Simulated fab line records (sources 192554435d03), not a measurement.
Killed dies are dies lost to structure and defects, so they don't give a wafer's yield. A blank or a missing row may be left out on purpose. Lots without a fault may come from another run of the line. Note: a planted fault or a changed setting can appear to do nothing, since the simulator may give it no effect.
Code-filled problem report in 8D (eight disciplines) form | flow n5Finfet | the parts of the form that need people (team, actions taken, sign-off) are left out

## 1. THE ISSUE
HK_THK at N5_HKMG_FIN_THK_MEAS_70 reads a mean of 1.758 nm on 3 wafers of 2 lots; wafers without a fault read 1.613 nm with a standard deviation of 0.019. Measured from the usual mean, that is +7.6 standard deviations.
The step: measures by xrf.
First seen on wafer L271.4, day 7 17:17, on filmMetro-02. At this step, 33 wafers from 11 lots have a number in the record. The rule behind "out" and "out of limits": a value lying over 4 standard deviations away from the usual mean. Any other wafer with a number is counted as sound.

## 2. WHAT IT IS; WHAT IT IS NOT
question                    | is                         | is not
which readings at this step | HK_THK                     | -
which lots                  | L271, L272                 | L260, L261, L262, L263, L264, L265, L276, L277, L279
which wafers of those lots  | L271.4, L272.1, L272.4     | L271.2, L271.3, L272.6
read on which gauges        | filmMetro-01, filmMetro-02 | -
when                        | from day 7 17:17           | up to then (20 sound wafers); but 10 sound wafers of L272, L276, L277, L279 came after

## 3. THE SUSPECTS, EACH WITH WHAT RULES IT OUT
Counting: if a tool at a process step up to the reading ran every lot that is out, it stays a suspect. Sound lots after the first of them don't rule it out here, since some wafers of a struck lot are sound.
- the gauge at N5_HKMG_FIN_THK_MEAS_70 has been ruled out. The wafers that are out were read on 2 gauges (filmMetro-01, filmMetro-02).
- rieDiel-06 at N5_SDB_ETCH_25 (etches SiO2 in C4F6/O2, target depth 10 nm, time 3.3 s): kept. It ran every lot that is out, first L271 (day 7 09:29); its last sound lot up to then is L264 (day 5 13:43).
- aldHk-01 at N5_HKMG_FIN_HK_ALD_01 (deposits HfO2, target thk 1.6 nm, pulse time 3 s, purge time 3 s): kept. It ran every lot that is out, first L271 (day 7 13:23); its last sound lot up to then is L262 (day 5 10:19).
The count leaves aldHk-01 at N5_HKMG_FIN_HK_ALD_01 and rieDiel-06 at N5_SDB_ETCH_25.

## 4. THE CAUSE (what the simulator had put in)
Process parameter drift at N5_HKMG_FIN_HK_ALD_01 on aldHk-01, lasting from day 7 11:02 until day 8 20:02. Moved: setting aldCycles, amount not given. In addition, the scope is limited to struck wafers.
2 suspects survive the count, and this tool is in that group.

## 5. THE CHAIN OF EFFECTS, in route order
One row per reading whose mean, taken over the struck wafers that have a number, lies over 3 standard deviations from the usual. Only readings whose record carries a usual standard deviation are examined. hours: median over the lots of the time between each lot's start at the first step of this table that gives one and its start at this step. sigmas: the change, counted in usual standard deviations.
hours | step                    | reading | usual    | on struck wafers | change | sigmas
0     | N5_HKMG_FIN_THK_MEAS_70 | HK_THK  | 1.613 nm | 1.758            | +0.145 | +7.6

## 6. HOW IT WOULD HAVE BEEN CAUGHT EARLIER
6 hours passed between the start of the fault at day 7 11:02 and the first reading out of limits at a measuring or inspecting step in this record, taken at day 7 17:17.
Of the tool readings at N5_HKMG_FIN_HK_ALD_01 for which the record gives a usual standard deviation, none was out on any struck wafer, so an alarm limit of 4 standard deviations on them would not have fired.
Lots out: 2; of these, L272 started N5_HKMG_FIN_HK_ALD_01 on aldHk-01 after day 7 17:17. A tool hold placed at that time would have kept it from harm.
